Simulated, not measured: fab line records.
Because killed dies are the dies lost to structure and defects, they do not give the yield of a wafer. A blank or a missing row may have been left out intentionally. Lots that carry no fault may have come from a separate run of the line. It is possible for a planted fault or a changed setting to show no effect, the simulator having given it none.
fab line records || flow n5-finfet
record: {"lots": 4, "wafers": 12, "last-day": 17}
route steps=1938 shown BEOL_M9@1461 BEOL_M10@1470
lots untouched by any fault: they come from a run of this same line in which no faults occurred
start-h: start of the lot's first displayed wafer, in hours after the record's first day || wait-h: hours elapsed since this lot's preceding step || " same as the row above || L1.1+2: a single row standing in for several wafers || - no value, or no start given || * or withheld: withheld || < > ~ a bound
route shown NAME@n: NAME is a module with steps in the file, n the number in the route of the first one || usual: mean and standard deviation over wafers with no fault || same: alike in all rows || chamber/n: place in a boat || sites: readings site by site || _std_site: their standard deviation || _edge_site: inner sites' mean taken away from outer sites' mean || radius-mm: how far each site lies from the wafer's centre || mask NAME#n: copy n || behind: the last tool/chamber to shape the wafer || hold: cause of the lot's hold/its duration in hours/its outcome || device: names the non-switching transistor (n, p or np) || end of line: tests run on the same wafers once the route is complete || a step given without rows: its recipe and nothing more || killed: dies that structure and defects cost at the first sort, which is not the same as the wafer's yield || map: dies across one wafer; x = killed, . = not, _ = none there
set.NAME: the setting as run; set.NAME@STEP: as run at that earlier step || model.NAME: the simulator's own value behind a step, which no gauge read
lots seen at some steps along the route; tables by step, rows by wafer
services: from which hour (start-h, from the record's first day; less than 0 if before it) a tool's chamber was out of use, for how many hours, and why
== steps ==
step: N5_BEOL_M9_SPUTTER_48
recipe: {"material": "Cu", "target-thk-a": 120, "temp-c": -20, "bias-v": 60, "power-w": 26000, "chamber-pressure-pa": 0.13, "time-s": 2}
step: N5_BEOL_M9_ECD_50
recipe: {"material": "Cu", "target-thk-a": 3180}
step: N5_BEOL_M9_ANNEAL_51
recipe: {"temp-c": 225, "time-s": 90, "ambient": "N2"}
step: N5_BEOL_M9_CMP_52
recipe: {"stop-on": "SiCOH_lowk", "t-overpolish-s": 7, "down-force-psi": 1, "platen-rpm": 50, "clearing-platen-down-force-psi": 1.5, "clearing-platen-rpm": 50, "post-cmp-clean": "cu-alkaline", "target-thk-nm": 140, "clearing-platen-pad-velocity-m-s": 0.99484, "pad-velocity-m-s": 0.99484}
step: N5_BEOL_M9_PRE_CLEAN_55
recipe: {"gas": "NH3", "time-s": 15, "temp-c": "withheld", "rf-power-w": 300}
step: N5_BEOL_M9_DEP_56
recipe: {"material": "SiCN", "target-thk-a": 150, "temp-c": "withheld", "precursor": "3MS/NH3", "pressure-torr": 3, "rf-w": 202, "time-s": 26.5}
step: N5_BEOL_M10_ILD_DEP_00
recipe: {"material": "SiCOH_lowk", "target-thk-a": 3085.1, "temp-c": 300, "precursor": "DEMS/porogen", "pressure-torr": 5, "rf-w": 500, "time-s": 58}
step: N5_BEOL_M10_CURE_71
recipe: {"temp-c": 385, "time-s": 240, "ambient": "He/Ar", "material": "SiCOH_lowk"}
step: N5_BEOL_M10_PECVD_70
recipe: {"material": "SiO2", "target-thk-a": 200, "temp-c": 400, "precursor": "TEOS/O2", "pressure-torr": 5.5, "rf-w": 450, "teos-flow-sccm": 53.8, "gas": "O2", "flow-sccm": 3000, "time-s": 22.7}
usual: {"heater-power-w": "746/130", "showerhead-plenum-p-Torr": "8.83/0.071", "showerhead-vpp-V": "1308/64", "throttle-valve-pct": "22.0/0.67"}
{"lot.wafer": "L966.4", "tool": "pecvd-04", "chamber": 1, "start-h": 235.43, "wait-h": 0.1, "heater-power-w": 811, "showerhead-plenum-p-Torr": 8.79, "showerhead-vpp-V": 1325, "throttle-valve-pct": 22.1, "model.SiO2_of_BEOL_M10_PECVD_70.thk-nm": 19.8}
{"lot.wafer": "L966.5", "tool": "pecvd-04", "chamber": 0, "start-h": 235.43, "wait-h": 0.1, "heater-power-w": 739, "showerhead-plenum-p-Torr": 8.87, "showerhead-vpp-V": 1301, "throttle-valve-pct": 22.4, "model.SiO2_of_BEOL_M10_PECVD_70.thk-nm": 13.2}
{"lot.wafer": "L966.6", "tool": "pecvd-04", "chamber": 2, "start-h": 235.43, "wait-h": 0.1, "heater-power-w": 918, "showerhead-plenum-p-Torr": 8.96, "showerhead-vpp-V": 1245, "throttle-valve-pct": 21.7, "model.SiO2_of_BEOL_M10_PECVD_70.thk-nm": 20}
{"lot.wafer": "L965.1", "tool": "pecvd-01", "chamber": 1, "start-h": 242.03, "wait-h": 0.0, "heater-power-w": 563, "showerhead-plenum-p-Torr": 8.75, "showerhead-vpp-V": 1306, "throttle-valve-pct": 21.5, "model.SiO2_of_BEOL_M10_PECVD_70.thk-nm": 20.4}
{"lot.wafer": "L965.3", "tool": "pecvd-01", "chamber": 2, "start-h": 242.03, "wait-h": 0.0, "heater-power-w": 707, "showerhead-plenum-p-Torr": 8.79, "showerhead-vpp-V": 1292, "throttle-valve-pct": 20.6, "model.SiO2_of_BEOL_M10_PECVD_70.thk-nm": 20}
{"lot.wafer": "L965.6", "tool": "pecvd-01", "chamber": 1, "start-h": 242.03, "wait-h": 0.0, "heater-power-w": 568, "showerhead-plenum-p-Torr": 8.77, "showerhead-vpp-V": 1315, "throttle-valve-pct": 21.6, "model.SiO2_of_BEOL_M10_PECVD_70.thk-nm": 20.6}
{"lot.wafer": "L969.2", "tool": "pecvd-04", "chamber": 2, "start-h": 266.71, "wait-h": 0.0, "heater-power-w": 966, "showerhead-plenum-p-Torr": 8.99, "showerhead-vpp-V": 1225, "throttle-valve-pct": 21.8, "model.SiO2_of_BEOL_M10_PECVD_70.thk-nm": 13.6}
{"lot.wafer": "L969.3", "tool": "pecvd-04", "chamber": 1, "start-h": 266.71, "wait-h": 0.0, "heater-power-w": 828, "showerhead-plenum-p-Torr": 8.82, "showerhead-vpp-V": 1316, "throttle-valve-pct": 22.0, "model.SiO2_of_BEOL_M10_PECVD_70.thk-nm": 20}
{"lot.wafer": "L969.5", "tool": "pecvd-04", "chamber": 1, "start-h": 266.71, "wait-h": 0.0, "heater-power-w": 846, "showerhead-plenum-p-Torr": 8.79, "showerhead-vpp-V": 1346, "throttle-valve-pct": 21.9, "model.SiO2_of_BEOL_M10_PECVD_70.thk-nm": 14}
{"lot.wafer": "L982.2", "tool": "pecvd-04", "chamber": 1, "start-h": 348.72, "wait-h": 0.1, "heater-power-w": 836, "showerhead-plenum-p-Torr": 8.79, "showerhead-vpp-V": 1351, "throttle-valve-pct": 21.9, "model.SiO2_of_BEOL_M10_PECVD_70.thk-nm": 19.6}
{"lot.wafer": "L982.3", "tool": "pecvd-04", "chamber": 2, "start-h": 348.72, "wait-h": 0.1, "heater-power-w": 900, "showerhead-plenum-p-Torr": 8.99, "showerhead-vpp-V": 1237, "throttle-valve-pct": 22.0, "model.SiO2_of_BEOL_M10_PECVD_70.thk-nm": 19.6}
{"lot.wafer": "L982.5", "tool": "pecvd-04", "chamber": 0, "start-h": 348.72, "wait-h": 0.1, "heater-power-w": 759, "showerhead-plenum-p-Torr": 8.88, "showerhead-vpp-V": 1309, "throttle-valve-pct": 22.3, "model.SiO2_of_BEOL_M10_PECVD_70.thk-nm": 19.6}
step: N5_BEOL_M10_HM_DEP_02
recipe: {"material": "TiN", "target-thk-a": 200, "temp-c": 25, "chamber-pressure-pa": 0.49996}
step: N5_BEOL_M10_COAT_59
recipe: {"resist": "SOC", "temp-c": 250, "time-s": 60, "spin-rpm": 1500, "resist-thk-nm": 100}
step: N5_BEOL_M10_COAT_60
recipe: {"resist": "SiARC", "temp-c": 220, "time-s": 60, "spin-rpm": 1500, "resist-thk-nm": 30}
step: N5_BEOL_M10_COAT_05
recipe: {"resist": "CAR-ArF", "spin-rpm": 1500, "resist-thk-nm": 90}
step: N5_BEOL_M10_EBR_07
recipe: {"solvent": "PGMEA", "ebr-width-mm": 1.5}
step: N5_BEOL_M10_SOFTBAKE_06
recipe: {"temp-c": 110, "time-s": 60, "resist": "CAR-ArF"}
step: N5_BEOL_M10_EXPOSE_08
recipe: {"mask-id": "M10", "na": 1.35, "source-shape": "dipole", "sigma-inner": 0.411, "sigma-outer": 0.611, "polarization": "te", "dose-mj": 53.75}
step: N5_BEOL_M10_PEB_09
recipe: {"peb-temp-c": "withheld", "peb-time-s": 60, "resist": "CAR-ArF"}
step: N5_BEOL_M10_DEVELOP_10
recipe: {"develop-time-s": 30, "developer": "TMAH", "resist": "CAR-ArF", "rinse-liquid": "diw", "dry": "air-spin", "dev-temp-c": 23}
step: N5_BEOL_M10_DESCUM_16
recipe: {"chemistry": "O2", "time-s": 7.9, "source-power-w": 50, "bias-power-w": 20, "pressure-mtorr": 20, "rf-frequency-hz": 2.712e+07, "temp-c": 40, "resist": "CAR-ArF", "o2-flow-sccm": 225}
step: N5_BEOL_M10_ETCH_61
recipe: {"chemistry": "CF4", "target": "SiARC", "target-depth-a": 390, "mask-material": "CAR-ArF", "time-s": 65, "ion-energy-ev": 80, "pressure-mtorr": 40, "source-w": 545, "bias-w": 36, "Ar_flow_sccm": 100, "cf4-flow-sccm": 100, "ends": "cleared"}
step: N5_BEOL_M10_ETCH_62
recipe: {"chemistry": "N2/H2", "target": "SOC", "target-depth-a": 1100, "overetch-a": 220, "mask-material": "SiARC", "temp-c": 40, "time-s": 165, "ion-energy-ev": 200, "pressure-mtorr": 30, "source-w": 840, "bias-w": 150, "n2-flow-sccm": 200, "h2-flow-sccm": 200}
step: N5_BEOL_M10_STRIP_68
recipe: {"chemistry": "N2/H2", "temp-c": 40, "n2-flow-sccm": 200, "h2-flow-sccm": 200, "rf-frequency-hz": 6e+07}
step: N5_BEOL_M10_STRIP_67
recipe: {"chemistry": "CF4", "resist": "SiARC", "power-w": 300, "bias-power-w": 75, "pressure-mtorr": 50, "cf4-flow-sccm": 150, "rf-frequency-hz": 6e+07}
step: N5_BEOL_M10_HM_OPEN_17
recipe: {"chemistry": "Cl2/BCl3", "target-depth-a": 200, "overetch-a": 60, "target": "TiN", "mask-material": "SOC", "ion-energy-ev": 150, "pressure-mtorr": 10, "icp-w": 1000, "bias-w": 126, "Cl2_flow_sccm": 53.25, "bcl3-flow-sccm": 21.75, "Ar_flow_sccm": 25}
step: N5_BEOL_M10_STRIP_19
recipe: {"chemistry": "O2", "power-w": 400, "temp-c": 40, "pressure-mtorr": 30, "rf-frequency-hz": 6e+07, "bias-power-w": 0, "overash-fraction": 0.2, "o2-flow-sccm": 225}
step: N5_BEOL_M10_COAT_63
recipe: {"resist": "SOC", "temp-c": 250, "time-s": 60, "spin-rpm": 1500, "resist-thk-nm": 100}
step: N5_BEOL_M10_COAT_64
recipe: {"resist": "SiARC", "temp-c": 220, "time-s": 60, "spin-rpm": 1500, "resist-thk-nm": 30}
step: N5_BEOL_M10_COAT_22
recipe: {"resist": "CAR-ArF", "spin-rpm": 1500, "resist-thk-nm": 90}
step: N5_BEOL_M10_EBR_24
recipe: {"solvent": "PGMEA", "ebr-width-mm": 1.5}
step: N5_BEOL_M10_SOFTBAKE_23
recipe: {"temp-c": 110, "time-s": 60, "resist": "CAR-ArF"}
step: N5_BEOL_M10_EXPOSE_25
recipe: {"mask-id": "V9", "na": 1.35, "source-shape": "annular", "sigma-inner": 0.5, "sigma-outer": 0.8, "polarization": "unpolarized", "dose-mj": 85.5}
step: N5_BEOL_M10_PEB_26
recipe: {"peb-temp-c": "withheld", "peb-time-s": 60, "resist": "CAR-ArF"}
step: N5_BEOL_M10_DEVELOP_27
recipe: {"develop-time-s": 30, "developer": "TMAH", "resist": "CAR-ArF", "rinse-liquid": "diw", "dry": "air-spin", "dev-temp-c": 23}
step: N5_BEOL_M10_HM_STRIP_39
recipe: {"chemistry": "peroxide-tin-strip", "material": "TiN", "target-depth-a": 250, "temp-c": 50, "time-s": 158}
{"lot.wafer": "L966.4+6", "tool": "wet-bench-04", "chamber": "3,6", "start-h": 238.69, "wait-h": 0.0, "model.SiO2_of_BEOL_M10_PECVD_70.thk-nm": 19.8}
{"lot.wafer": "L966.5", "tool": "wet-bench-04", "chamber": 4, "start-h": 238.69, "wait-h": 0.0, "model.SiO2_of_BEOL_M10_PECVD_70.thk-nm": 13.2}
{"lot.wafer": "L965.1+6", "tool": "wet-bench-01", "chamber": "7,3", "start-h": 245.71, "wait-h": 0.0, "model.SiO2_of_BEOL_M10_PECVD_70.thk-nm": 20.4}
{"lot.wafer": "L965.3", "tool": "wet-bench-01", "chamber": 5, "start-h": 245.71, "wait-h": 0.0, "model.SiO2_of_BEOL_M10_PECVD_70.thk-nm": 19.8}
{"lot.wafer": "L969.2", "tool": "wet-bench-01", "chamber": 4, "start-h": 270.87, "wait-h": 0.0, "model.SiO2_of_BEOL_M10_PECVD_70.thk-nm": 13.4}
{"lot.wafer": "L969.3", "tool": "wet-bench-01", "chamber": 2, "start-h": 270.87, "wait-h": 0.0, "model.SiO2_of_BEOL_M10_PECVD_70.thk-nm": 19.8}
{"lot.wafer": "L969.5", "tool": "wet-bench-01", "chamber": 3, "start-h": 270.87, "wait-h": 0.0, "model.SiO2_of_BEOL_M10_PECVD_70.thk-nm": 13.8}
{"lot.wafer": "L982.2+3+5", "tool": "wet-bench-02", "chamber": "3,7,2", "start-h": 351.86, "wait-h": 0.0, "model.SiO2_of_BEOL_M10_PECVD_70.thk-nm": 19.4}
step: N5_BEOL_M10_CMP_52
recipe: {"stop-on": "SiCOH_lowk", "t-overpolish-s": 7, "down-force-psi": 1, "platen-rpm": 50, "clearing-platen-down-force-psi": 1.5, "clearing-platen-rpm": 50, "post-cmp-clean": "cu-alkaline", "target-thk-nm": 140, "clearing-platen-pad-velocity-m-s": 0.99484, "pad-velocity-m-s": 0.99484}
usual: {"barrier-field-endpoint-s": "28.8/0.86", "motor-current-A": "6.0/0.65", "platen-rpm": "50.00/0.031"}
{"lot.wafer": "L966.4", "tool": "cmp-04", "chamber": 0, "start-h": 240.78, "wait-h": 0.2, "barrier-field-endpoint-s": 28.1, "motor-current-A": 5.5, "platen-rpm": 50.03}
{"lot.wafer": "L966.5", "tool": "cmp-04", "chamber": 1, "start-h": 240.78, "wait-h": 0.2, "barrier-field-endpoint-s": 20.8, "motor-current-A": 6.5, "platen-rpm": 50.02}
{"lot.wafer": "L966.6", "tool": "cmp-04", "chamber": 2, "start-h": 240.78, "wait-h": 0.2, "barrier-field-endpoint-s": 30.1, "motor-current-A": 5.5, "platen-rpm": 49.99}
{"lot.wafer": "L965.1", "tool": "cmp-01", "chamber": 1, "start-h": 247.70, "wait-h": 0.3, "barrier-field-endpoint-s": 29.8, "motor-current-A": 5.1, "platen-rpm": 50.02}
{"lot.wafer": "L965.3", "tool": "cmp-01", "chamber": 3, "start-h": 247.70, "wait-h": 0.3, "barrier-field-endpoint-s": 29.4, "motor-current-A": 6.6, "platen-rpm": 50.01}
{"lot.wafer": "L965.6", "tool": "cmp-01", "chamber": 1, "start-h": 247.70, "wait-h": 0.3, "barrier-field-endpoint-s": 29.9, "motor-current-A": 4.9, "platen-rpm": 50.03}
{"lot.wafer": "L969.3", "tool": "cmp-01", "chamber": 0, "start-h": 274.13, "wait-h": 0.2, "barrier-field-endpoint-s": 30.0, "motor-current-A": 5.2, "platen-rpm": 49.98}
{"lot.wafer": "L969.2", "tool": "cmp-01", "chamber": 3, "start-h": 274.13, "wait-h": 0.2, "barrier-field-endpoint-s": 22.1, "motor-current-A": 7.1, "platen-rpm": 50.06}
{"lot.wafer": "L969.5", "tool": "cmp-01", "chamber": 1, "start-h": 274.13, "wait-h": 0.2, "barrier-field-endpoint-s": 21.4, "motor-current-A": 4.9, "platen-rpm": 49.98}
{"lot.wafer": "L982.3", "tool": "cmp-01", "chamber": 2, "start-h": 355.73, "wait-h": 0.3, "barrier-field-endpoint-s": 28.6, "motor-current-A": 6.6, "platen-rpm": 49.97}
{"lot.wafer": "L982.2", "tool": "cmp-01", "chamber": 3, "start-h": 355.73, "wait-h": 0.3, "barrier-field-endpoint-s": 28.7, "motor-current-A": 6.8, "platen-rpm": 49.99}
{"lot.wafer": "L982.5", "tool": "cmp-01", "chamber": 1, "start-h": 355.73, "wait-h": 0.3, "barrier-field-endpoint-s": 27.8, "motor-current-A": 5.1, "platen-rpm": 50.02}
== services ==
{"tool": "cmp-04", "chamber": "-", "start-h": 224.79, "hours": 1.5, "kind": "repair"}
{"tool": "cmp-01", "chamber": "-", "start-h": 228.23, "hours": 0.9, "kind": "repair"}
{"tool": "wet-bench-04", "chamber": "-", "start-h": 229.44, "hours": 4.0, "kind": "repair"}
{"tool": "cmp-01", "chamber": "-", "start-h": 230.09, "hours": 1.5, "kind": "repair"}
{"tool": "pecvd-01", "chamber": "-", "start-h": 242.73, "hours": 2.0, "kind": "repair"}
{"tool": "cmp-01", "chamber": "-", "start-h": 259.16, "hours": 1.2, "kind": "repair"}
{"tool": "cmp-04", "chamber": "-", "start-h": 263.30, "hours": 0.7, "kind": "repair"}
{"tool": "pecvd-01", "chamber": 1, "start-h": 268.27, "hours": 3.6, "kind": "repair"}
{"tool": "cmp-01", "chamber": "-", "start-h": 281.15, "hours": 0.8, "kind": "repair"}
{"tool": "cmp-04", "chamber": "-", "start-h": 285.55, "hours": 4.0, "kind": "pm"}
{"tool": "cmp-04", "chamber": "-", "start-h": 289.55, "hours": "-", "kind": "consumable-replace:conditioner"}
{"tool": "cmp-04", "chamber": "-", "start-h": 289.55, "hours": "-", "kind": "consumable-replace:pad"}
{"tool": "pecvd-01", "chamber": 2, "start-h": 314.61, "hours": 4.8, "kind": "repair"}
{"tool": "pecvd-01", "chamber": 0, "start-h": 326.49, "hours": 2.1, "kind": "scheduled-down"}
{"tool": "pecvd-04", "chamber": 0, "start-h": 328.05, "hours": 5.5, "kind": "scheduled-down"}
{"tool": "pecvd-01", "chamber": 0, "start-h": 335.08, "hours": "-", "kind": "calibration"}
{"tool": "pecvd-01", "chamber": "-", "start-h": 337.11, "hours": 14.6, "kind": "pm"}
{"tool": "pecvd-04", "chamber": "-", "start-h": 350.50, "hours": 5.5, "kind": "pm"}
== key ==
first-sign: {"step": "N5_BEOL_M10_CMP_52", "reading": "barrier-field-endpoint-s", "direction": "down", "sigmas": 8.5, "usual": 28.8, "struck": 21.5}
effect none on later readings
model-effect: {"step": "N5_BEOL_M10_PECVD_70", "value": "SiO2_of_BEOL_M10_PECVD_70.thk-nm", "without": 20.13, "struck": 13.6}
model-effect: {"step": "N5_BEOL_M10_HM_STRIP_39", "value": "SiO2_of_BEOL_M10_PECVD_70.thk-nm", "without": 20, "struck": 13.47}
met-at N5_BEOL_M10_PECVD_70
struck-wafers L966.5,L969.2,L969.5
fault: {"kind": "process-parameter-drift", "tool": "pecvd-04", "chamber": "-", "onset-h": 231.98, "steps": "N5_BEOL_M10_PECVD_70", "channel": "time-s", "offset": "*", "shape": "step", "end-h": 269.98, "scope": "struck-wafers-only", "acts-in": "*", "stated": "*"}
